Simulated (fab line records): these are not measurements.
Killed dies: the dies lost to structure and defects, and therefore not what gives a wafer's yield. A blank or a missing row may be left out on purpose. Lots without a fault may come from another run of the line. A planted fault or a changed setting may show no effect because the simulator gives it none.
What tool caused it? -- flow n5Finfet -- Sampling: 24 lots, 72 wafers, 4 of 1938 route steps

WHAT EACH GAUGE READ, for each wafer
N5_DUMMY_GATE_OVL_MEAS_16.
lot,measured,on,GATE_OVL (nm)
L074,day 2 23:41,overlay-01,0.4 0.0 -0.5
L075,day 3 07:40,overlay-02,-0.4 0.5 0.0
L076,day 3 13:44,overlay-01,-0.5 0.8 0.0
L077,day 3 18:16,overlay-02,-0.3 0.5 0.2
L078,day 3 22:23,overlay-01,-0.3 -0.5 0.5
L079,day 4 04:05,overlay-02,0.2 0.4 0.6
L080,day 4 11:11,overlay-01,0.7 0.6 1.4
L081,day 4 16:54,overlay-02,-0.3 -0.2 0.0
L082,day 4 21:16,overlay-02,0.3 -0.8 -0.6
L083,day 5 05:19,overlay-01,-0.3 -0.2 0.3
L084,day 5 13:05,overlay-01,-0.7 0.3 -0.6
L085,day 5 18:04,overlay-01,0.1 0.1 -0.5
L086,day 6 04:35,overlay-01,-0.4 -0.4 -0.5
L087,day 6 05:48,overlay-02,0.8 -0.1 0.3
L088,day 6 12:32,overlay-02,0.5 0.5 0.9
L089,day 6 15:53,overlay-01,-0.7 -0.5 -1.1
L090,day 6 23:11,overlay-01,-0.5 0.3 -1.1
L091,day 7 02:59,overlay-01,0.7 0.4 0.7
L092,day 7 10:49,overlay-02,0.0 0.3 0.0
L093,day 7 16:46,overlay-02,0.0 -1.4 -0.1
L094,day 7 22:37,overlay-02,-0.4 0.3 0.3
L095,day 8 04:02,overlay-01,-0.8 -1.0 0.2
L096,day 8 11:43,overlay-01,0.2 1.1 0.4
L097,day 8 16:48,overlay-01,0.3 1.2 0.6

N5_SD_EPI_N_CD_MEAS_09: the cd target is 120 nm.
lot,measured,on,cdNm (nm)
L074,day 3 03:07,cdSem-02,119.2 120.3 120.6
L075,day 3 10:37,cdSem-01,121.5 121.9 121.4
L076,day 3 16:02,cdSem-02,121.7 121.8 121.6
L077,day 3 21:04,cdSem-03,120.4 119.8 119.6
L078,day 4 00:53,cdSem-01,118.3 119.7 119.7
L079,day 4 06:20,cdSem-01,120.0 119.7 119.2
L080,day 4 13:41,cdSem-02,121.2 120.1 120.5
L081,day 4 19:32,cdSem-01,120.2 120.0 119.9
L082,day 5 00:37,cdSem-01,119.7 118.4 119.0
L083,day 5 07:49,cdSem-03,118.6 119.2 118.9
L084,day 5 15:52,cdSem-01,119.2 120.5 119.6
L085,day 5 20:19,cdSem-01,119.3 119.4 118.9
L086,day 6 06:57,cdSem-02,120.0 118.6 119.5
L087,day 6 08:18,cdSem-01,120.3 119.3 120.0
L088,day 6 15:17,cdSem-03,119.1 120.3 119.3
L089,day 6 18:42,cdSem-01,119.7 119.3 119.6
L090,day 7 01:57,cdSem-01,118.5 119.0 119.2
L091,day 7 05:39,cdSem-01,120.8 122.2 121.5
L092,day 7 13:13,cdSem-03,118.1 119.4 120.2
L093,day 7 19:28,cdSem-01,120.2 120.5 120.1
L094,day 8 00:52,cdSem-03,120.7 120.8 121.4
L095,day 8 06:10,cdSem-02,121.1 120.1 120.7
L096,day 8 16:21,cdSem-02,120.5 120.4 121.8
L097,day 8 18:55,cdSem-02,120.6 120.0 120.3

EACH LOT AND THE TOOL THAT RAN IT (in order: tool; ch and the chambers of the sampled wafers; start)
lot,N5_FIN_CUT_STRIP_24,N5_DUMMY_GATE_CMP_04
L074,"rieDiel-01 ch 0,2,3, day 2 05:56","cmp-04 ch 0,1,3, day 2 19:07"
L075,"rieDiel-01 ch 0,1,3, day 2 11:22","cmp-01 ch 0,2,3, day 3 02:59"
L076,"rieDiel-02 ch 1,2, day 2 15:16","cmp-01 ch 0,1,2, day 3 04:34"
L077,"rieDiel-03 ch 2,3, day 2 22:10","cmp-02 ch 1,2, day 3 13:33"
L078,"rieDiel-03 ch 0,1,3, day 3 03:58","cmp-02 ch 0,1,2, day 3 17:46"
L079,"rieDiel-03 ch 0,2,3, day 3 10:17","cmp-02 ch 0,2,3, day 3 23:31"
L080,"rieDiel-03 ch 2,3, day 3 16:46","cmp-04 ch 1,3, day 4 06:36"
L081,"rieDiel-01 ch 0,1, day 3 22:41","cmp-04 ch 0,1, day 4 12:22"
L082,"rieDiel-01 ch 0,2, day 4 03:24","cmp-04 ch 0,3, day 4 16:41"
L083,"rieDiel-01 ch 0,2,3, day 4 10:28","cmp-02 ch 1,2,3, day 5 00:38"
L084,"rieDiel-02 ch 0,1,3, day 4 16:14","cmp-04 ch 1,2,3, day 5 08:35"
L085,"rieDiel-01 ch 0,1,2, day 4 22:25","cmp-01 ch 0,2,3, day 5 13:22"
L086,"rieDiel-01 ch 0,1, day 5 05:22","cmp-01 ch 0,2,3, day 5 22:04"
L087,"rieDiel-02 ch 0,1,3, day 5 11:14","cmp-04 ch 0,2,3, day 6 01:17"
L088,"rieDiel-02 ch 1,2, day 5 18:04","cmp-04 ch 0,2,3, day 6 08:02"
L089,"rieDiel-03 ch 0,1,2, day 5 21:40","cmp-04 ch 1,2,3, day 6 11:18"
L090,"rieDiel-02 ch 0,3, day 6 04:46","cmp-01 ch 0,1,3, day 6 18:38"
L091,"rieDiel-02 ch 0,2,3, day 6 09:14","cmp-02 ch 1,2,3, day 6 22:24"
L092,"rieDiel-02 ch 1,2, day 6 16:26","cmp-02 ch 1,2, day 7 06:14"
L093,"rieDiel-03 ch 0,2, day 6 22:23","cmp-04 ch 0,1,2, day 7 12:05"
L094,"rieDiel-01 ch 0,2, day 7 04:42","cmp-01 ch 1,2,3, day 7 17:55"
L095,"rieDiel-01 ch 0,1,3, day 7 09:54","cmp-02 ch 0,1,2, day 7 23:22"
L096,"rieDiel-02 ch 0,2, day 7 15:28","cmp-02 ch 1,2,3, day 8 06:59"
L097,"rieDiel-02 ch 0,3, day 7 21:56","cmp-01 ch 0,1, day 8 12:13"
- N5_FIN_CUT_STRIP_24: strips in CF4.
- N5_DUMMY_GATE_CMP_04: polishes a-Si.

WHAT THE TOOLS THEMSELVES READ (means of the sampled wafers that have a number; where no wafer has one, the mark that the record gives instead)
N5_FIN_CUT_STRIP_24.
lot,tool,drypumpMotorCurrentA (A),oesProductAu (a.u.),rfVppV (V),showerheadPlenumPTorr (Torr),throttleValvePct (%)
L074,rieDiel-01,5.4,0.74,271.6,1.79,13.72
L075,rieDiel-01,5.7,0.82,272.5,1.86,13.64
L076,rieDiel-02,5.7,0.79,268.5,1.69,13.58
L077,rieDiel-03,6.2,0.79,273.6,1.87,13.42
L078,rieDiel-03,5.4,0.78,272.0,1.83,13.68
L079,rieDiel-03,5.9,0.78,272.7,1.85,13.60
L080,rieDiel-03,6.0,0.79,273.6,1.88,13.48
L081,rieDiel-01,6.0,0.80,272.5,1.89,13.68
L082,rieDiel-01,5.7,0.72,271.3,1.81,13.77
L083,rieDiel-01,5.4,0.73,270.8,1.78,13.76
L084,rieDiel-02,5.3,0.79,271.2,1.79,13.44
L085,rieDiel-01,5.6,0.77,271.6,1.82,13.74
L086,rieDiel-01,6.1,0.79,272.4,1.88,13.69
L087,rieDiel-02,5.3,0.79,271.0,1.79,13.45
L088,rieDiel-02,5.6,0.76,268.6,1.68,13.63
L089,rieDiel-03,5.7,0.75,271.8,1.82,13.70
L090,rieDiel-02,5.5,0.83,272.5,1.85,13.50
L091,rieDiel-02,5.6,0.80,271.9,1.78,13.63
L092,rieDiel-02,5.3,0.74,269.0,1.70,13.48
L093,rieDiel-03,6.0,0.75,272.0,1.84,13.61
L094,rieDiel-01,5.2,0.87,273.1,1.88,13.46
L095,rieDiel-01,5.7,0.77,272.1,1.85,13.72
L096,rieDiel-02,5.6,0.75,270.4,1.74,13.76
L097,rieDiel-02,5.5,0.82,271.3,1.85,13.52

N5_DUMMY_GATE_CMP_04.
lot,tool,edgeZonePressureFrac,motorCurrentA (A),timeToEndpointS (s)
L074,cmp-04,0.999,9.8,14.2
L075,cmp-01,0.999,10.3,14.4
L076,cmp-01,1.003,10.4,15.4
L077,cmp-02,0.994,10.3,17.4
L078,cmp-02,1.000,10.5,15.5
L079,cmp-02,0.999,10.7,14.7
L080,cmp-04,0.996,10.1,13.0
L081,cmp-04,1.000,10.4,14.5
L082,cmp-04,1.002,9.4,15.0
L083,cmp-02,1.006,10.6,9.5
L084,cmp-04,0.996,10.8,15.0
L085,cmp-01,1.003,9.9,15.3
L086,cmp-01,1.003,9.9,16.9
L087,cmp-04,1.003,9.9,12.9
L088,cmp-04,1.000,9.9,12.4
L089,cmp-04,0.998,10.3,13.7
L090,cmp-01,1.003,9.6,14.7
L091,cmp-02,0.998,10.2,12.1
L092,cmp-02,1.002,10.7,14.3
L093,cmp-04,1.003,10.4,13.3
L094,cmp-01,1.001,10.3,13.7
L095,cmp-02,0.997,10.2,13.5
L096,cmp-02,1.004,9.9,12.9
L097,cmp-01,0.994,9.7,13.1

THE ANSWER, worked out from the rows above alone
Rule: the lots themselves supply what counts as usual. The widest of any qualifying gaps counts: lots, ordered by their means at a reading, are off when they make up no more than a third of the lots, leave a main group of 4 or more, and stand apart from it by 3 or more times the standard deviation of that group's means. Not used: any main group whose means are identical at the precision the tables above print for the reading. Also off: a lot with no number at a reading for which 4 or more lots have one. Where the step has rows for the other lots, those lots are counted as sound. The gauges are gone through in route order, then the tools' own readings, and for those a lot's mean is taken as printed above. The first step at which some lot is off is used, and at that step the reading that is off furthest; a lot without a number counts as furthest.
Nothing can be told from this: no lot is off at any reading shown.

WHAT THE SIMULATOR HAD INSERTED
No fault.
